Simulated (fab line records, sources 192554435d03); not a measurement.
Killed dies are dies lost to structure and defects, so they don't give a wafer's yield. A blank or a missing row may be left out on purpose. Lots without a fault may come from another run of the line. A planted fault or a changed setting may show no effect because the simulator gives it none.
Split-lot experiment | flow n5_finfet | 7 lots, 21 wafers read, on a route of 1938 steps

THE SPLIT
At N5_WELL_APT_COAT_02 (resist thk 950 nm), the setting spin_rpm was moved away from the recipe's 1357 rpm on 6 of the 21 wafers read, by -6.1% to +7.7%. The other wafers ran this setting at the recipe's value.

The reading is taken at the split's own step.

THE READING
coat_of_WELL_APT_COAT_02.thk_nm (the simulator's own value, which no gauge read), in nm, at N5_WELL_APT_COAT_02 (resist thk 950 nm). The file gives no usual value for it. The 15 wafers here that ran the recipe average 951.3 nm, standard deviation 3.6 nm.

wafer  | tool, chamber at the split | spin_rpm as run, rpm | against the recipe | coat_of_WELL_APT_COAT_02.thk_nm, nm | against lot-mates on the recipe
L075.3 | litho_track-03, 0          | 1357                 | recipe             | 944.9                               | -
L075.4 | litho_track-03, 0          | 1357                 | recipe             | 948.4                               | -
L075.6 | litho_track-03, 0          | 1357                 | recipe             | 945.3                               | -
L076.3 | litho_track-02, 0          | 1357                 | recipe             | 953.9                               | -
L076.5 | litho_track-02, 0          | 1357                 | recipe             | 955.5                               | -
L076.6 | litho_track-02, 0          | 1357                 | recipe             | 955.1                               | -
L080.1 | litho_track-03, 0          | 1462                 | +7.7%              | 914.1                               | no lot-mate on the recipe
L080.2 | litho_track-03, 0          | 1462                 | +7.7%              | 913.6                               | no lot-mate on the recipe
L080.3 | litho_track-03, 0          | 1462                 | +7.7%              | 912                                 | no lot-mate on the recipe
L081.1 | litho_track-02, 0          | 1357                 | recipe             | 950.1                               | -
L081.2 | litho_track-02, 0          | 1357                 | recipe             | 951.5                               | -
L081.4 | litho_track-02, 0          | 1357                 | recipe             | 947.4                               | -
L083.2 | litho_track-04, 0          | 1357                 | recipe             | 953.6                               | -
L083.5 | litho_track-04, 0          | 1357                 | recipe             | 957.6                               | -
L083.6 | litho_track-04, 0          | 1302                 | -4.1%              | 973.8                               | +18.2
L085.4 | litho_track-04, 0          | 1357                 | recipe             | 950.4                               | -
L085.5 | litho_track-04, 0          | 1357                 | recipe             | 950.1                               | -
L085.6 | litho_track-04, 0          | 1357                 | recipe             | 952.2                               | -
L092.2 | litho_track-03, 0          | 1274                 | -6.1%              | 983.9                               | +30.7
L092.5 | litho_track-03, 0          | 1357                 | recipe             | 953.2                               | -
L092.6 | litho_track-03, 0          | 1274                 | -6.1%              | 984.5                               | +31.3

THE FIT
A straight line over all 21 wafers: coat_of_WELL_APT_COAT_02.thk_nm changes by -5.1 nm for each +1% of spin_rpm; r = -0.99; the points scatter about the line by 3.3 nm.
The same after taking each lot's own level away (the mean of its wafers on the recipe; 18 wafers): -4.97 nm for each +1%; r = -0.99; scatter 1.4 nm.
On that fit, the largest move of spin_rpm shifts the reading by 38 nm.
The lots' own levels span 946.20 to 955.60 nm, that is 2.6 times the standard deviation above.
So the lot-to-lot level changes the slope little: the two slopes agree.
Check: with one of the wafers moved furthest among these (-6.1%) left out of the fit, the line predicts +30.1 nm for it against its lot-mates. It came out at +30.7 nm against them.

THE FILE'S OWN FIT
coat_of_WELL_APT_COAT_02.thk_nm changes by -4.89 nm for each +1% of spin_rpm, r = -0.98.
